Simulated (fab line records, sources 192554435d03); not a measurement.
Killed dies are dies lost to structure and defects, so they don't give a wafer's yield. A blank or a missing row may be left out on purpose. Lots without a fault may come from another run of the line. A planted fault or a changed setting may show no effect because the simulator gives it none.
Split-lot experiment | flow n5_finfet | 7 lots, 21 wafers read, on a route of 1938 steps

THE SPLIT
At N5_BEOL_M0_SAQP_ETCH_88 (etches underlayer in N2/H2, target depth 6.5 nm, time 5.2 s), the setting source_w was moved away from the recipe's 840 W on 6 of the 21 wafers read, by -14.1% to +4.9%. The other wafers ran this setting at the recipe's value.

The reading is taken at the split's own step.

THE READING
rf_vpp_V, in V, at N5_BEOL_M0_SAQP_ETCH_88 (etches underlayer in N2/H2, target depth 6.5 nm, time 5.2 s). Fault-free wafers of this fab line usually give 524.5 V, standard deviation 2.6 V.

wafer  | tool, chamber at the split | source_w as run, W | against the recipe | rf_vpp_V, V | against lot-mates on the recipe
L074.1 | rie_diel-02, 1             | 729.1              | -13.2%             | 552.2       | +32.2
L074.2 | rie_diel-02, 2             | 840                | recipe             | 520.0       | -
L074.5 | rie_diel-02, 2             | 729.1              | -13.2%             | 548.9       | +28.9
L075.1 | rie_diel-06, 3             | 840                | recipe             | 523.9       | -
L075.4 | rie_diel-06, 2             | 721.3              | -14.1%             | 545.9       | +22.0
L075.6 | rie_diel-06, 2             | 721.3              | -14.1%             | 544.3       | +20.4
L079.1 | rie_diel-02, 3             | 840                | recipe             | 522.0       | -
L079.4 | rie_diel-02, 2             | 840                | recipe             | 523.2       | -
L079.5 | rie_diel-02, 1             | 840                | recipe             | 529.0       | -
L081.1 | rie_diel-03, 0             | 840                | recipe             | 527.7       | -
L081.3 | rie_diel-03, 3             | 840                | recipe             | 528.3       | -
L081.5 | rie_diel-03, 1             | 840                | recipe             | 524.5       | -
L085.1 | rie_diel-03, 3             | 840                | recipe             | 527.0       | -
L085.4 | rie_diel-03, 0             | 840                | recipe             | 524.5       | -
L085.6 | rie_diel-03, 0             | 840                | recipe             | 525.9       | -
L086.1 | rie_diel-06, 0             | 840                | recipe             | 521.5       | -
L086.4 | rie_diel-06, 1             | 840                | recipe             | 525.5       | -
L086.6 | rie_diel-06, 3             | 840                | recipe             | 524.9       | -
L092.1 | rie_diel-02, 0             | 881.1              | +4.9%              | 512.8       | -13.1
L092.3 | rie_diel-02, 1             | 840                | recipe             | 525.9       | -
L092.5 | rie_diel-02, 0             | 881.1              | +4.9%              | 512.7       | -13.2

THE FIT
A straight line over all 21 wafers: rf_vpp_V changes by -1.75 V for each +1% of source_w; r = -0.96; the points scatter about the line by 3 V.
The same after taking each lot's own level away (the mean of its wafers on the recipe; 21 wafers): -1.96 V for each +1%; r = -0.96; scatter 3.3 V.
On that fit, the largest move of source_w shifts the reading by 28 V.
The lots' own levels span 520.00 to 526.83 V, that is 2.6 times the standard deviation above.
So the lot-to-lot level changes the slope: the two fits differ.
Check: with one of the wafers moved furthest among these (-14.1%) left out of the fit, the line predicts +28.9 V for it against its lot-mates. It came out at +22 V against them.
Tool readings at the split's step, against how far the setting was moved: rf_vpp_V r = -0.96.

OTHER SPLITS ON THESE WAFERS
These wafers also went through other splits before the reading. Each is held against what the fit with the lots' levels taken away leaves over:
other split on the same wafers            | wafers away from the commonest value | r with rf_vpp_V (lot level and that fit taken away)
N5_GATE_CUT_DESCUM_18 time_s              | 8                                    | -0.21
N5_GATE_CUT_ETCH_36 cf4_flow_sccm         | 7                                    | -0.16
N5_MOL_CONTACT_COAG_COAT_64 spin_rpm      | 6                                    | -0.01
N5_BEOL_M0_SAQP_HM_DEP_111 time_s         | 2                                    | +0.41
N5_BEOL_M0_SAQP_DEVELOP_13 develop_time_s | 10                                   | +0.22
N5_BEOL_M0_SAQP_COAT_87 spin_rpm          | 6                                    | +0.24

THE FILE'S OWN FIT
rf_vpp_V changes by -1.93 V for each +1% of source_w, r = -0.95.
